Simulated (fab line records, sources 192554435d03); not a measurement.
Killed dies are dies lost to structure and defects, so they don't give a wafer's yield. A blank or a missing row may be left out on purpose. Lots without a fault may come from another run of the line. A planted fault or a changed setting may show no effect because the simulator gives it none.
fab line records | flow n5_finfet
record lots=9 wafers=23 last_day=17
route steps=1938 shown FIN_SAQP@113 BEOL_M4@1111 PASSIVATION@1936
lots that met no fault: from a run of the same line without faults
start_h: hours from the record's first day to the start of the lot's first wafer shown | wait_h: hours since the lot's step before | " the same as in the row above | L1.1+2: a row that stands for several wafers | - no value, or no start given | * or withheld: withheld | < > ~ a bound
route shown NAME@n: a module of which the file shows steps, and the number in the route of the first | usual: mean/standard deviation of fault-free wafers | same: alike in all rows | chamber/n: place in a boat | sites: the reading at each site | _std_site: their standard deviation | _edge_site: outer sites' mean less inner sites' | radius_mm: how far each site lies from the wafer's centre | mask NAME#n: copy n | behind: the tool/chamber that last shaped the wafer | hold: why the lot was held/for how many hours/how that ended | device: the transistor (n, p or np) that didn't switch | end of line: the same wafers' tests at the end of the route | a step without rows: its recipe alone | killed: dies lost to structure and defects at the first sort, not the wafer's yield | map: a wafer's dies, x killed, . not, _ none there
set.NAME: the setting as run; set.NAME@STEP: as run at that earlier step | model.NAME: the simulator's own value behind a step, which no gauge read
steps of the route over a sample of lots; a table a step, a row a wafer
services: from which hour (start_h, from the record's first day; less than 0 if before it) a tool's chamber was out of use, for how many hours, and why
## steps
# step N5_FIN_SAQP_INSPECT_18
# recipe mode=adi inspect_instrument=brightfield
# usual raw_defect_count=414/110
# columns lot.wafer tool chamber start_h wait_h raw_defect_count
L912.1 defect_inspect-01 - 21.45 0.0 308
L912.2 " - " " 426
L913.2 defect_inspect-02 - 28.97 0.0 436
L913.3 " - " " 439
L913.6 " - " " 270
L929.1 defect_inspect-02 - 124.14 0.0 272
L929.2 " - " " 310
L929.4 " - " " 407
L930.2 defect_inspect-01 - 129.99 0.0 245
L930.3 " - " " 315
L930.4 " - " " 323
L931.3 defect_inspect-01 - 135.29 0.0 265
L931.4 " - " " 392
L931.5 " - " " 472
L932.2 defect_inspect-02 - 141.44 0.0 416
L932.5 " - " " 559
L933.4 defect_inspect-02 - 147.43 0.0 628
L933.6 " - " " 589
L934.3 defect_inspect-02 - 153.33 0.0 480
L934.6 " - " " 355
L935.1 defect_inspect-02 - 160.65 0.0 357
L935.3 " - " " 419
L935.4 " - " " 172
# step N5_FIN_SAQP_ETCH_51
# recipe chemistry=CF4 target=SiARC target_depth_a=455 mask_material=CAR-ArF time_s=75.8 ion_energy_ev=80 pressure_mtorr=40 source_w=545 bias_w=36 Ar_flow_sccm=100 cf4_flow_sccm=100 ends=cleared
# usual bias_w=35.98/0.11 cf4_flow_sccm=100.03/0.26 drypump_motor_current_A=5.7/0.42 etch_rf_on_time_s=74.9/1.8 oes_product_au=0.70/0.085 rf_vpp_V=184.4/1.1 showerhead_plenum_p_Torr=2.17/0.065 throttle_valve_pct=15.50/0.28
# columns lot.wafer tool chamber start_h wait_h bias_w cf4_flow_sccm drypump_motor_current_A etch_rf_on_time_s oes_product_au rf_hours_counter_h rf_vpp_V showerhead_plenum_p_Torr throttle_valve_pct
L912.1 rie_diel-06 3 21.52 0.0 36.29 100.20 5.8 69.5 0.80 33 186.2 2.27 15.30
L912.2 " 2 " " 35.75 100.11 5.1 74.6 0.60 242 185.1 2.19 15.53
L913.2 rie_diel-06 2 29.30 0.0 36.03 99.90 5.1 75.6 0.59 245 183.9 2.18 15.53
L913.3 " 1 " " 36.11 99.95 6.1 75.1 0.73 49 182.5 2.09 15.46
L913.6 " 1 " " 36.12 99.78 6.1 73.8 0.74 - 183.4 2.09 15.46
L929.1 rie_diel-06 2 124.21 0.0 35.89 100.16 5.1 74.0 0.79 13 184.9 2.18 15.08
L929.2 " 1 " " 35.93 100.09 6.1 75.2 0.69 84 183.3 2.08 15.52
L929.4 " 0 " " 35.96 99.80 6.1 76.5 0.75 - 185.4 2.25 15.02
L930.2 rie_diel-02 1 130.05 0.0 35.97 100.18 5.7 75.5 0.59 240 186.4 2.19 15.66
L930.3 " 2 " " 36.26 99.88 5.6 75.6 0.58 230 185.1 2.10 15.68
L930.4 " 0 " " 35.77 99.95 6.5 73.6 0.84 8 184.9 2.12 15.74
L931.3 rie_diel-03 3 135.36 0.0 36.09 99.83 5.6 76.4 0.73 39 183.9 2.17 15.28
L931.4 " 2 " " 36.03 100.01 5.5 75.1 0.79 22 184.6 2.26 15.63
L931.5 " 3 " " 36.13 99.81 5.7 76.5 0.74 - 183.9 2.17 15.30
L932.2 rie_diel-03 0 141.51 0.0 35.94 99.78 6.2 77.6 0.70 85 184.0 2.16 15.83
L932.5 " 1 " " 35.97 100.15 5.6 72.2 0.83 - 183.9 2.27 15.39
L933.4 rie_diel-03 3 147.50 0.0 35.95 100.13 5.6 76.9 0.73 43 184.9 2.17 15.29
L933.6 " 3 " " 35.94 100.28 5.6 76.0 0.73 - 183.6 2.17 15.29
L934.3 rie_diel-03 0 153.89 0.0 35.97 100.40 6.1 76.8 0.70 89 185.2 2.16 15.85
L934.6 " 2 " " 36.00 99.59 5.5 73.2 0.79 - 187.2 2.26 15.66
L935.1 rie_diel-02 2 160.72 0.0 35.87 100.29 5.6 76.2 0.58 240 183.3 2.10 15.69
L935.3 " 1 " " 36.22 100.04 5.7 76.1 0.58 250 184.2 2.19 15.67
L935.4 " 3 " " 36.06 99.93 4.9 75.8 0.71 78 185.6 2.17 15.25
# step N5_FIN_SAQP_MANDREL_ETCH_58
# recipe chemistry=HBr/Cl2 target=a-Si target_depth_a=450 bt_time_s=10 stop_on=SiNx mask_material=SiO2 over_etch_frac=0.8 time_s=27 pressure_mtorr=10 icp_w=800 bias_w=75 HBr_flow_sccm=150 Cl2_flow_sccm=80 ends=end_point
# usual HBr_flow_sccm=150.0/0.48 bias_w=74.98/0.22 drypump_motor_current_A=5.96/0.29 oes_product_au=0.695/0.014 throttle_valve_pct=35.5/0.31
# columns lot.wafer tool chamber start_h wait_h HBr_flow_sccm bias_w drypump_motor_current_A oes_product_au rf_hours_counter_h throttle_valve_pct
L912.1 rie_si-02 2 23.74 0.0 150.0 75.27 5.81 0.695 112 35.8
L912.2 " 1 " " 150.3 75.22 6.08 0.697 80 35.6
L913.2 rie_si-06 3 31.84 0.0 149.6 75.10 6.01 0.678 15 36.0
L913.3 " 2 " " 150.5 75.18 6.12 0.696 41 35.4
L913.6 " 0 " " 149.2 75.15 6.24 0.673 - 35.0
L929.1 rie_si-02 0 126.62 0.0 - - - - - -
L929.2 " 3 " " - - - - - -
L929.4 " 2 " " - - - - - -
L930.2 rie_si-06 2 132.33 0.0 - - - - - -
L930.3 " 0 " " - - - - - -
L930.4 " 1 " " - - - - - -
L931.3 rie_si-06 1 137.52 0.0 - - - - - -
L931.4 " 0 " " - - - - - -
L931.5 " 3 " " - - - - - -
L932.2 rie_si-06 2 144.09 0.0 149.7 74.55 6.13 0.710 43 35.4
L932.5 " 3 " " 149.7 74.81 6.03 0.702 - 35.9
L933.4 rie_si-02 0 149.99 0.0 150.9 75.13 6.27 0.718 84 35.5
L933.6 " 0 " " 150.8 74.79 6.24 0.714 - 35.5
L934.3 rie_si-04 3 156.20 0.0 150.1 74.93 6.24 0.711 3 35.2
L934.6 " 3 " " 150.4 75.03 6.23 0.716 - 35.2
L935.1 rie_si-06 3 162.94 0.0 149.9 75.40 6.03 0.690 17 35.9
L935.3 " 1 " " 149.5 75.44 5.54 0.686 136 35.8
L935.4 " 1 " " 149.7 75.15 5.51 0.690 - 35.8
# step N5_FIN_SAQP_ETCH_69
# recipe chemistry=N2/H2 target=SOC target_depth_a=1500 stop_on=SiNx ion_energy_ev=100 bias_w=61 pressure_mtorr=30 source_w=850 n2_flow_sccm=200 h2_flow_sccm=200
# usual bias_w=60.98/0.18 chamber_pressure_mTorr=30.000/0.027 drypump_motor_current_A=5.7/0.41 oes_product_au=0.82/0.093 rf_vpp_V=241.1/1.5 showerhead_plenum_p_Torr=2.57/0.1 throttle_valve_pct=17.8/0.3
# columns lot.wafer tool chamber start_h wait_h bias_w chamber_pressure_mTorr drypump_motor_current_A oes_product_au rf_hours_counter_h rf_vpp_V showerhead_plenum_p_Torr throttle_valve_pct
L912.1 rie_diel-03 3 24.27 - 60.93 29.992 5.6 0.68 248 241.8 2.61 17.9
L912.2 " 2 " " 60.87 29.976 5.5 0.70 239 240.3 2.41 18.4
L913.2 rie_diel-03 2 32.73 - 61.03 29.987 5.5 0.69 242 238.9 2.41 18.5
L913.3 " 1 " " 60.97 29.955 5.6 0.70 221 239.5 2.40 17.9
L913.6 " 2 " " 61.17 29.985 5.5 0.70 - 238.4 2.41 18.4
L929.1 rie_diel-06 0 127.15 - 60.96 30.006 6.1 0.32 33 244.9 2.71 17.4
L929.2 " 2 " " 60.93 30.005 5.1 0.34 14 241.1 2.60 17.4
L929.4 " 2 " " 60.74 30.030 5.1 0.33 - 241.8 2.60 17.4
L930.2 rie_diel-02 2 132.98 - 61.03 29.989 5.5 0.26 231 240.2 2.50 17.9
L930.3 " 0 " " 61.17 29.979 6.5 0.36 9 238.9 2.50 17.9
L930.4 " 1 " " 60.92 29.964 5.7 0.26 241 240.7 2.60 17.8
L931.3 rie_diel-03 1 138.05 - 60.93 29.999 5.7 0.36 6 243.2 2.70 17.4
L931.4 " 0 " " 60.81 29.945 6.2 0.31 84 242.7 2.57 18.1
L931.5 " 2 " " 61.11 30.012 5.5 0.35 - 243.1 2.72 18.0
L932.2 rie_diel-06 0 144.61 - 60.92 29.997 6.2 0.85 41 241.6 2.71 17.4
L932.5 " 1 " " 61.26 29.990 6.1 0.80 - 240.8 2.44 17.6
L933.4 rie_diel-03 2 150.52 - 60.68 30.009 5.5 0.90 27 241.9 2.72 18.1
L933.6 " 0 " " 61.10 30.011 6.2 0.82 - 240.5 2.57 18.2
L934.3 rie_diel-06 1 156.73 - 60.98 29.968 6.1 0.78 98 239.7 2.44 17.6
L934.6 " 3 " " 61.05 30.004 5.8 0.84 - 241.8 2.68 17.5
L935.1 rie_diel-02 1 163.64 - 60.95 30.027 5.7 0.68 251 242.4 2.60 17.8
L935.3 " 3 " " 61.29 29.992 4.9 0.81 79 242.2 2.58 17.5
L935.4 " 2 " " 60.48 30.001 5.6 0.67 241 240.1 2.49 17.9
# step N5_FIN_SAQP_SPACER2_ETCHBACK_29
# recipe chemistry=CHF3/O2 mode=anisotropic_etchback target=SiO2 target_depth_a=122 time_s=6.1 pressure_mtorr=30 source_w=650 bias_w=170 Ar_flow_sccm=200 CHF3_flow_sccm=50 O2_flow_sccm=5 ion_energy_ev=200
# usual CHF3_flow_sccm=49.98/0.15 O2_flow_sccm=5.000/0.015 drypump_motor_current_A=5.7/0.46 oes_product_au=0.82/0.099 rf_vpp_V=526/9 showerhead_plenum_p_Torr=2.44/0.074 throttle_valve_pct=18.78/0.28
# columns lot.wafer tool chamber start_h wait_h CHF3_flow_sccm O2_flow_sccm drypump_motor_current_A oes_product_au rf_hours_counter_h rf_vpp_V showerhead_plenum_p_Torr throttle_valve_pct
L912.1 rie_diel-06 3 25.85 0.2 50.06 5.017 5.8 0.92 34 526 2.56 18.66
L912.2 " 2 " " 49.79 5.009 5.1 0.71 243 522 2.47 18.81
L913.2 rie_diel-02 3 33.95 0.2 49.85 5.003 4.9 0.89 31 518 2.46 18.49
L913.3 " 1 " " 49.58 5.008 5.7 0.71 204 535 2.48 18.83
L913.6 " 2 " " 49.84 4.977 5.6 0.71 - 527 2.39 18.92
L929.1 rie_diel-02 1 128.13 0.2 50.01 5.001 5.7 0.27 240 534 2.47 18.77
L929.2 " 0 " " 50.05 4.996 6.4 0.36 7 519 2.38 18.97
L929.4 " 2 " " 50.14 4.991 5.5 0.26 230 527 2.38 18.88
L930.2 rie_diel-02 1 133.65 0.2 49.73 5.017 5.7 0.26 241 535 2.47 18.76
L930.3 " 0 " " 49.97 4.999 6.4 0.35 9 520 2.38 18.98
L930.4 " 2 " " 50.06 4.980 5.6 0.26 231 527 2.38 18.87
L931.3 rie_diel-06 2 138.79 0.2 49.92 5.011 5.1 0.33 20 525 2.46 18.34
L931.4 " 2 " " 49.91 5.003 5.1 0.33 - 523 2.46 18.32
L931.5 " 1 " " 49.93 4.995 6.1 0.30 - 522 2.33 18.69
L932.2 rie_diel-06 1 145.25 0.2 50.09 5.022 6.1 0.80 93 521 2.33 18.82
L932.5 " 0 " " 50.04 5.020 6.1 0.87 - 538 2.54 18.39
L933.4 rie_diel-02 1 151.15 0.2 50.12 5.021 5.7 0.68 246 536 2.47 18.88
L933.6 " 2 " " 49.79 4.991 5.6 0.68 - 527 2.37 19.00
L934.3 rie_diel-02 0 157.52 0.2 50.02 5.013 6.5 0.95 17 520 2.38 19.12
L934.6 " 2 " " 49.86 4.999 5.6 0.68 - 528 2.37 19.02
L935.1 rie_diel-06 1 164.30 0.2 49.87 5.044 6.1 0.79 101 521 2.33 18.84
L935.3 " 2 " " 49.89 4.976 5.1 0.88 30 524 2.46 18.46
L935.4 " 3 " " 49.72 5.014 5.8 0.88 67 524 2.54 18.69
# step N5_FIN_SAQP_STRIP_77
# recipe chemistry=N2/H2 time_s=90 power_w=100 temp_c=40 pressure_mtorr=100 rf_frequency_hz=6e+07 bias_power_w=3 n2_flow_sccm=300 h2_flow_sccm=300
# usual drypump_motor_current_A=5.7/0.43 oes_product_au=0.81/0.11 rf_vpp_V=45.4/0.88 showerhead_plenum_p_Torr=3.40/0.12 throttle_valve_pct=12.2/0.31
# columns lot.wafer tool chamber start_h wait_h drypump_motor_current_A oes_product_au rf_hours_counter_h rf_vpp_V showerhead_plenum_p_Torr throttle_valve_pct
L912.1 rie_diel-03 3 26.18 0.0 5.7 0.68 248 44.1 3.47 12.5
L912.2 " 1 " " 5.6 0.70 218 46.2 3.19 12.4
L913.2 rie_diel-03 0 34.29 0.0 6.1 0.92 36 45.7 3.43 12.3
L913.3 " 1 " " 5.7 0.69 222 46.5 3.19 12.4
L913.6 " 0 " " 6.2 0.90 - 46.1 3.43 12.3
L929.1 rie_diel-06 1 128.46 0.0 6.1 0.80 86 44.2 3.25 12.0
L929.2 " 2 " " 5.1 0.92 15 44.1 3.45 11.8
L929.4 " 2 " " 5.1 0.92 - 46.2 3.45 11.8
L930.2 rie_diel-03 1 134.01 0.0 5.6 0.96 5 46.5 3.58 11.8
L930.3 " 3 " " 5.6 0.86 38 45.1 3.44 12.0
L930.4 " 2 " " 5.5 0.92 22 45.2 3.60 12.3
L931.3 rie_diel-03 3 139.14 0.0 5.6 0.87 40 45.0 3.44 12.0
L931.4 " 2 " " 5.5 0.92 23 45.6 3.60 12.3
L931.5 " 1 " " 5.6 0.96 - 46.4 3.58 11.8
L932.2 rie_diel-02 0 145.63 0.0 6.5 0.99 13 45.2 3.32 12.2
L932.5 " 3 " " 4.9 0.84 - 45.6 3.43 11.9
L933.4 rie_diel-02 1 151.49 0.0 5.7 0.69 246 46.5 3.45 12.4
L933.6 " 0 " " 6.4 0.97 - 46.1 3.32 12.2
L934.3 rie_diel-03 3 157.86 0.0 5.6 0.86 47 45.8 3.44 12.0
L934.6 " 0 " " 6.2 0.85 - 46.7 3.40 12.5
L935.1 rie_diel-02 0 164.69 0.0 6.5 0.95 20 43.9 3.32 12.2
L935.3 " 2 " " 5.6 0.67 242 43.9 3.31 12.4
L935.4 " 3 " " 4.9 0.82 79 44.0 3.42 11.9
# step N5_BEOL_M4_RC_MEAS_101
# usual DIBL_N=36.3/1.6 DIBL_P=36.2/2 IOFF_N=0.160/0.028 IOFF_P=0.21/0.036 ION_N=677/11 ION_P=465/6.9 SS_N=71.5/0.55 SS_P=73.3/0.64 VT_N=250/3 VT_P=-250/3.5
# columns lot.wafer tool chamber start_h wait_h DIBL_N[mV/V] DIBL_P[mV/V] IOFF_N[nA/um] IOFF_P[nA/um] ION_N[uA/um] ION_P[uA/um] SS_N[mV/dec] SS_P[mV/dec] VT_N[mV] VT_P[mV]
L912.1 prober-01 0 164.88 0.0 40.7 40.5 0.246 0.30 688 472 71.9 73.7 243 -246
L912.2 " 0 " " 39.1 38.7 0.186 0.25 671 466 72.2 74.2 247 -248
L913.2 prober-02 0 168.04 0.2 35.3 35.1 0.145 0.20 682 464 70.8 72.4 250 -248
L913.3 " 0 " " 36.1 35.6 0.159 0.21 679 471 70.7 72.5 248 -247
L913.6 " 0 " " 36.5 36.0 0.167 0.22 675 462 70.7 72.9 249 -251
L932.2 prober-01 0 300.23 0.2 33.4 31.5 0.118 0.16 669 455 71.0 72.4 252 -255
L932.5 " 0 " " 32.2 30.3 0.107 0.15 668 461 69.9 72.7 255 -254
L933.4 prober-02 0 300.57 0.5 34.3 34.8 0.135 0.20 665 463 71.1 73.0 251 -249
L933.6 " 0 " " 34.5 34.4 0.128 0.18 665 462 70.9 73.1 253 -252
L934.3 prober-01 0 306.05 0.3 36.7 35.4 0.172 0.21 682 463 71.5 73.3 247 -250
L934.6 " 0 " " 35.5 34.4 0.151 0.20 684 465 71.0 73.7 246 -248
L935.1 prober-02 0 309.49 0.0 36.5 36.4 0.155 0.19 671 453 72.0 73.5 250 -254
L935.3 " 0 " " 35.6 35.2 0.144 0.16 678 456 71.4 73.4 251 -257
L935.4 " 0 " " 36.0 35.8 0.139 0.17 670 452 71.6 73.5 249 -253
# step N5_PASSIVATION_PROBE_49
# usual defect_limited_yield=91.2/1.5 killed_at_M0_to_M3=36/10 killed_at_M4_up=13/6 killed_at_contacts=11/5.2 killed_at_front_end=40/11 killed_at_other=3.1/2.9 killed_dies=104/17 killed_on_rim=14/3.6 killed_open=66/12 killed_short=34/7.7 sort_bin_5_function=5.1/0.91 sort_bin_6_memory=3.2/0.67 sort_n_pass=1076/17 sort_yield_pct=91.2/1.5
# same gross_dies=1180 killed_at_back_side=0 sort_bin_4_leakage[%]=0 sort_bin_8_speed[%]=0
# columns lot.wafer tool chamber start_h wait_h defect_limited_yield[%] killed_at_M0_to_M3 killed_at_M4_up killed_at_contacts killed_at_front_end killed_at_other killed_dies killed_on_rim killed_open killed_short sort_bin_5_function[%] sort_bin_6_memory[%] sort_n_pass sort_yield_pct[%]
L929.1 prober-01 - 374.69 0.0 0 60 15 16 1088 1 1180 152 103 42 95.3 4.2 0 0
L929.2 prober-01 - 374.74 0.1 0 56 11 4 1109 0 1180 152 82 31 95.9 3.6 0 0
L929.4 prober-01 - 374.84 0.2 0 45 11 6 1110 8 1180 152 86 39 95.7 4.2 0 0
L930.2 prober-01 - 388.72 0.1 0 36 6 7 1127 4 1180 152 59 40 96.0 3.6 0 0
L930.3 prober-01 - 388.77 0.1 0 42 12 17 1109 0 1180 152 73 36 95.5 3.8 0 0
L930.4 prober-01 - 388.82 0.2 0 28 8 8 1135 1 1180 152 51 26 97.3 2.5 0 0
L931.3 prober-02 - 389.76 0.1 0 35 19 17 1106 3 1180 152 79 30 95.8 3.9 0 0
L931.4 prober-02 - 389.81 0.2 0 32 22 9 1117 0 1180 152 79 36 96.8 3.1 0 0
L931.5 prober-02 - 389.86 0.2 0 27 19 12 1120 2 1180 152 67 40 96.1 3.5 0 0
# killed by level:class
L929.1 FIN_SAQP:area_etch=1034 BEOL_M2:geometric_particle:open=16 STI_FIN_REVEAL:geometric_particle:open=15 MOL_CONTACT_COAG:geometric_particle:open=13 FIN_SAQP:geometric_particle:open=11 BEOL_M0_SAQP:geometric_particle:short=11 DUMMY_GATE:geometric_particle:open=9 BEOL_M3:geometric_particle:open=9
L929.2 FIN_SAQP:area_etch=1067 BEOL_M3:geometric_particle:open=13 BEOL_M2:geometric_particle:open=12 STI_FIN_REVEAL:geometric_particle:open=11 BEOL_M0_SAQP:geometric_particle:open=10 BEOL_M0_SAQP:geometric_particle:short=8 BEOL_M1:geometric_particle:open=8 FIN_SAQP:geometric_particle:short=6
L929.4 FIN_SAQP:area_etch=1055 BEOL_M1:geometric_particle:open=14 STI_FIN_REVEAL:geometric_particle:open=13 FIN_SAQP:geometric_particle:open=12 BEOL_M3:geometric_particle:open=10 STI_FIN_REVEAL:geometric_particle:short=7 DUMMY_GATE:geometric_particle:open=6 BEOL_M0_SAQP:geometric_particle:short=6
L930.2 FIN_SAQP:area_etch=1080 FIN_SAQP:geometric_particle:open=12 FIN_SAQP:geometric_particle:short=11 BEOL_M0_SAQP:geometric_particle:short=10 BEOL_M0_SAQP:geometric_particle:open=9 BEOL_M3:geometric_particle:open=8 STARTING-WAFER:geometric_particle:short=8 DUMMY_GATE:geometric_particle:open=7
L930.3 FIN_SAQP:area_etch=1069 FIN_SAQP:geometric_particle:open=14 MOL_CONTACT_COAG:geometric_particle:open=13 BEOL_M0_SAQP:geometric_particle:short=11 FIN_SAQP:geometric_particle:short=10 BEOL_M0_SAQP:geometric_particle:open=9 BEOL_M2:geometric_particle:open=9 BEOL_M4:geometric_particle:open=6
L930.4 FIN_SAQP:area_etch=1102 FIN_SAQP:geometric_particle:open=12 FIN_SAQP:geometric_particle:short=12 MOL_CONTACT_COAG:geometric_particle:open=7 BEOL_M3:geometric_particle:open=7 BEOL_M2:geometric_particle:open=5 BEOL_M0_SAQP:geometric_particle:open=4 BEOL_M0_SAQP:geometric_particle:short=3
L931.3 FIN_SAQP:area_etch=1069 MOL_CONTACT_COAG:geometric_particle:open=12 FIN_SAQP:geometric_particle:open=10 BEOL_M4:geometric_particle:open=10 BEOL_M3:geometric_particle:open=8 BEOL_M0_SAQP:geometric_particle:open=6 ILD0:geometric_particle:open=5 MOL_CONTACT_COAG:geometric_particle:short=5
L931.4 FIN_SAQP:area_etch=1064 FIN_SAQP:geometric_particle:open=13 BEOL_M2:geometric_particle:open=9 FIN_SAQP:geometric_particle:short=6 DUMMY_GATE:geometric_particle:open=6 ILD0:geometric_particle:open=6 MOL_CONTACT_COAG:geometric_particle:open=6 BEOL_M0_SAQP:geometric_particle:short=6
L931.5 FIN_SAQP:area_etch=1073 ILD0:geometric_particle:short=11 MOL_CONTACT_COAG:geometric_particle:open=11 FIN_SAQP:geometric_particle:open=9 FIN_SAQP:geometric_particle:short=9 BEOL_M4:geometric_particle:open=8 BEOL_M3:geometric_particle:open=8 BEOL_M1:geometric_particle:open=5
## services
# columns tool chamber start_h hours kind
rie_diel-03 1 4.90 2.0 repair
rie_diel-06 - 13.91 0.5 repair
rie_diel-03 0 14.41 13.1 repair
rie_diel-03 3 31.01 - clean
rie_diel-03 3 31.01 - consumable_replace:focus_ring
rie_diel-03 3 31.01 20.5 scheduled_down
rie_diel-03 3 31.01 20.5 vent_cycle
rie_diel-03 2 51.54 - clean
rie_diel-03 2 51.54 - consumable_replace:focus_ring
rie_diel-03 2 51.54 - consumable_replace:showerhead
rie_diel-03 2 51.54 30.8 scheduled_down
rie_diel-03 2 51.54 30.8 vent_cycle
rie_diel-06 2 52.54 19.3 repair
rie_si-06 2 64.87 7.6 repair
rie_diel-03 - 65.45 0.9 repair
rie_si-04 2 66.32 3.5 repair
rie_diel-02 0 77.36 - clean
rie_diel-02 - 84.41 2.8 pm
rie_diel-06 1 86.68 6.4 repair
rie_diel-06 3 86.70 63.1 repair
rie_diel-06 2 88.79 6.8 repair
rie_diel-06 - 92.52 4.2 repair
rie_si-06 3 115.79 12.2 repair
rie_si-06 0 158.76 4.7 repair
## key
first_sign step=N5_FIN_SAQP_MANDREL_ETCH_58 reading=tool_record direction=missing
effect step=N5_FIN_SAQP_ETCH_69 reading=oes_product_au direction=down sigmas=5.4 usual=0.82 struck=0.32
effect step=N5_FIN_SAQP_SPACER2_ETCHBACK_29 reading=oes_product_au direction=down sigmas=5.2 usual=0.82 struck=0.30
effect step=N5_PASSIVATION_PROBE_49 reading=sort_bin_5_function direction=up sigmas=99+ usual=5.1 struck=96.0
more_kills_born_at N5_FIN_SAQP_MANDREL_ETCH_58@rie_si-06=6453 N5_FIN_SAQP_MANDREL_ETCH_58@rie_si-02=3156
met_at N5_FIN_SAQP_MANDREL_ETCH_58
struck_lots L929,L930,L931
later_rows_left_out L929.1,L929.2,L929.4,L930.2,L930.3,L930.4,L931.3,L931.4,L931.5
not_acting_at N5_FIN_SAQP_INSPECT_18,N5_FIN_SAQP_ETCH_51,N5_FIN_SAQP_STRIP_77
onset_between 31.84 126.62
fault kind=skipped_step_whole tool=rie_si-02,rie_si-06 chamber=- onset_h=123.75 steps=N5_FIN_SAQP_MANDREL_ETCH_58 scope=struck_lots_only
# later_rows_left_out: the simulator's readings of these wafers behind a module that went badly wrong aren't trusted and aren't shown, but for the sort
